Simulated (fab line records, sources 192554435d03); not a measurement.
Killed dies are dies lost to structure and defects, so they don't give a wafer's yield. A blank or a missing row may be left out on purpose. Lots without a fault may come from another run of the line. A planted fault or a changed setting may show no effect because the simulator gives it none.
Chamber matching | flow n5_finfet | N5_BEOL_M2_ALD_98 on ald_sin-04: 4 sister chambers
The step deposits SiO2, target thk 2.5 nm, pulse time 1 s, co reactant pulse time 1 s. 8 wafers are shown with their chamber, then 8 later ones without.

WAFERS WITH THEIR CHAMBER
wafer  | chamber | heater_power_outer_w (W) | heater_power_w (W)
L074.5 | 2       | 43                       | 88
L081.6 | 3       | 35                       | 73
L083.2 | 2       | 44                       | 89
L083.5 | 1       | 41                       | 77
L086.3 | 0       | 41                       | 73
L086.5 | 1       | 42                       | 80
L086.6 | 0       | 40                       | 72
L087.1 | 3       | 36                       | 79

WAFERS WITHOUT THEIR CHAMBER
wafer  | heater_power_outer_w (W) | heater_power_w (W)
L087.2 | 41                       | 78
L087.6 | 40                       | 80
L089.1 | 42                       | 88
L089.2 | 40                       | 73
L089.5 | 41                       | 78
L093.1 | 42                       | 79
L093.3 | 43                       | 86
L093.6 | 36                       | 78

WHICH CHAMBER EACH WENT THROUGH
wafer  | from the rows above     | in truth
L087.2 | can't be placed: 1 or 0 | 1
L087.6 | can't be placed: 1 or 0 | 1
L089.1 | can't be placed: 2 or 1 | 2
L089.2 | 0                       | 0
L089.5 | can't be placed: 1 or 0 | 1
L093.1 | 1                       | 1
L093.3 | 2                       | 2
L093.6 | 3                       | 3
Placed correctly: 4 of 8. Can't be placed from these rows: 4 (the true chamber is among the candidates in 4). Placed wrongly: 0.
How it was worked out, from the rows above alone: a wafer's distance from a chamber is the root of the sum, over the readings, of the square of ((its reading less the chamber's mean) divided by the reading's scatter). The wafer belongs to the nearest chamber; if the next one is less than 2 further off, it can't be placed. A chamber's mean is the mean of its shown wafers. The scatter: the root of (the sum of the squares of (reading less its chamber's mean) over the shown wafers, divided by (wafers less chambers)).
